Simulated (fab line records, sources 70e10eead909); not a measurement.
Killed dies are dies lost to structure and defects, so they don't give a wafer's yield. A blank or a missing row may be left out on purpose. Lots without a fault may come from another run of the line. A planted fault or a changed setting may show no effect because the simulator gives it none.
Chamber matching | flow nand_harc | NHARC_P_BONDPAD_CMP_32 on cmp-02: 4 sister chambers
The step polishes SiCN, target thk 200 nm. 8 wafers are shown with their chamber, then 7 later ones without.

WAFERS WITH THEIR CHAMBER
wafer  | chamber | motor_current_A (A) | slurry_filter_dp_kPa (kPa)
L076.5 | 0       | 12.0                | 13.36
L077.3 | 1       | 12.6                | 13.30
L077.6 | 0       | 12.0                | 13.28
L080.1 | 1       | 12.6                | 13.66
L080.5 | 2       | 11.8                | 13.47
L080.6 | 3       | 12.5                | 13.46
L084.1 | 3       | 12.9                | 13.26
L084.5 | 2       | 11.3                | 13.48

WAFERS WITHOUT THEIR CHAMBER
wafer  | motor_current_A (A) | slurry_filter_dp_kPa (kPa)
L084.6 | 12.5                | 13.52
L087.2 | 11.5                | 13.49
L087.3 | 12.2                | 13.34
L087.5 | 12.6                | 13.56
L092.1 | 12.6                | 13.64
L092.4 | 11.3                | 13.22
L092.6 | 12.8                | 13.32

WHICH CHAMBER EACH WENT THROUGH
wafer  | from the rows above          | in truth
L084.6 | can't be placed: 1 or 3      | 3
L087.2 | 2                            | 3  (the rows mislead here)
L087.3 | can't be placed: 0 or 1 or 3 | 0
L087.5 | can't be placed: 1 or 3      | 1
L092.1 | can't be placed: 1 or 3      | 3
L092.4 | can't be placed: 2 or 0      | 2
L092.6 | can't be placed: 3 or 1      | 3
Placed correctly: 0 of 7. Can't be placed from these rows: 6 (the true chamber is among the candidates in 6). Placed wrongly: 1.
How it was worked out, from the rows above alone: a wafer's distance from a chamber is the root of the sum, over the readings, of the square of ((its reading less the chamber's mean) divided by the reading's scatter). The wafer belongs to the nearest chamber; if the next one is less than 2 further off, it can't be placed. A chamber's mean is the mean of its shown wafers. The scatter: the root of (the sum of the squares of (reading less its chamber's mean) over the shown wafers, divided by (wafers less chambers)).
